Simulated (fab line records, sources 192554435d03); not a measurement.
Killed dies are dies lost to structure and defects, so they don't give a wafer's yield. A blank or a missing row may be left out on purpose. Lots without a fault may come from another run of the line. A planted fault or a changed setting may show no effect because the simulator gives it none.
Problem report in the 8D (eight disciplines) form, filled by code | flow n5_finfet | the parts of the form that need people (team, actions taken, sign-off) are left out

1. THE PROBLEM
raw_defect_count at N5_BEOL_M1_INSPECT_59 reads a mean of 1047 on 2 wafers of 2 lots; wafers without a fault read 73 with a standard deviation of 22. That is +44 standard deviations from the usual mean.
The step: inspects for defects (darkfield).
First seen on wafer L282.1, day 12 06:43, on defect_inspect-01. The record holds 27 wafers of 9 lots with a number at this step. Rule for "out", or "out of limits": more than 4 standard deviations from the usual mean. The other wafers with a number count as sound.

2. WHAT IT IS AND WHAT IT IS NOT
question                    | is                | is not
which readings at this step | raw_defect_count  | -
which lots                  | L282, L283        | L260, L261, L262, L263, L265, L271, L278
which wafers of those lots  | L282.1, L283.6    | L282.2, L282.3, L283.2, L283.4
read on which gauges        | defect_inspect-01 | defect_inspect-02
when                        | from day 12 06:43 | up to then (23 sound wafers); but 2 sound wafers of L283 came after

3. SUSPECTS, AND WHAT RULES EACH OUT
Counting: a tool at a process step up to the reading stays a suspect if it ran every lot that is out. Sound lots after the first of them don't rule it out here, since some wafers of a struck lot are sound.
- the gauge at N5_BEOL_M1_INSPECT_59: ruled out. All the wafers that are out were read on defect_inspect-01, but those of them that N5_PASSIVATION_PROBE_49 has rows for are out there too, on other tools.
- pvd_sputter-03 at N5_BEOL_M1_ANNEAL_80 (time 240 s): kept. It ran every lot that is out, first L282 (day 12 03:53); its last sound lot up to then is L278 (day 10 21:40).
- pvd_sputter-03 at N5_BEOL_M1_ANNEAL_87 (time 240 s): kept. It ran every lot that is out, first L282 (day 12 04:19); its last sound lot up to then is L278 (day 10 22:07).
- cvd_co-01 at N5_BEOL_M1_CO_CAP_55 (material Co, precursor CCTBA/H2, target thk 2 nm, time 102.1 s): kept. It ran every lot that is out, first L282 (day 12 06:29); its last sound lot up to then is L271 (day 9 14:42).
- Within cvd_co-01 at N5_BEOL_M1_CO_CAP_55: the wafers that are out ran in chamber 2; their sound lot-mates ran in chambers 0, 1.
Left after counting: pvd_sputter-03 at N5_BEOL_M1_ANNEAL_80, pvd_sputter-03 at N5_BEOL_M1_ANNEAL_87, cvd_co-01 at N5_BEOL_M1_CO_CAP_55.

4. THE CAUSE (what the simulator had put in)
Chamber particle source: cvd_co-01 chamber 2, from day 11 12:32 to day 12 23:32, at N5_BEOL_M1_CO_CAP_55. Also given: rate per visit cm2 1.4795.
Counting left 3 suspects, and this tool is among them.

5. THE CHAIN OF EFFECTS, in route order
Each row: a reading whose mean over the struck wafers that have a number lies more than 3 standard deviations from the usual. Only readings for which the record gives a usual standard deviation are gone through. hours: the time from each lot's start at the first step in this table that gives one to its start at this step, as a median over the lots. sigmas: the change in usual standard deviations.
hours | step                    | reading              | usual  | on struck wafers | change | sigmas
0     | N5_BEOL_M1_INSPECT_59   | raw_defect_count     | 73     | 1047             | +974   | +44
3     | N5_BEOL_M2_INSPECT_13   | raw_defect_count     | 439    | 1436             | +998   | +10
4     | N5_BEOL_M2_INSPECT_30   | raw_defect_count     | 442    | 1478             | +1036  | +9.4
151   | N5_PASSIVATION_PROBE_49 | defect_limited_yield | 91.4 % | 80.7             | -10.7  | -7.1
151   | N5_PASSIVATION_PROBE_49 | killed_at_M0_to_M3   | 35     | 180              | +144   | +13
151   | N5_PASSIVATION_PROBE_49 | killed_dies          | 102    | 228              | +126   | +7.0
151   | N5_PASSIVATION_PROBE_49 | killed_on_rim        | 13     | 26               | +13    | +3.5
151   | N5_PASSIVATION_PROBE_49 | sort_bin_5_function  | 5.1 %  | 12.2             | +7.1   | +6.4
151   | N5_PASSIVATION_PROBE_49 | sort_n_pass          | 1078   | 952              | -126   | -7.0
151   | N5_PASSIVATION_PROBE_49 | sort_yield_pct       | 91.4 % | 80.7             | -10.7  | -7.1
The process steps in it:
- N5_PASSIVATION_PROBE_49
Later measuring or inspecting steps at which every struck wafer that the step has a row for has a number for every such reading, and none has moved that far: N5_BEOL_M4_RC_MEAS_101.

6. WHAT WOULD HAVE CAUGHT IT SOONER
In this record the first reading out of limits at a measuring or inspecting step was taken at day 12 06:43, 18 hours after the fault began at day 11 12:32.
Of the tool readings at N5_BEOL_M1_CO_CAP_55 for which the record gives a usual standard deviation, none was out on any struck wafer, so an alarm limit of 4 standard deviations on them would not have fired.
Of the lots that are out (2), L283 began N5_BEOL_M1_CO_CAP_55 on cvd_co-01 after day 12 06:43. A hold on the tool at that time would have spared it.
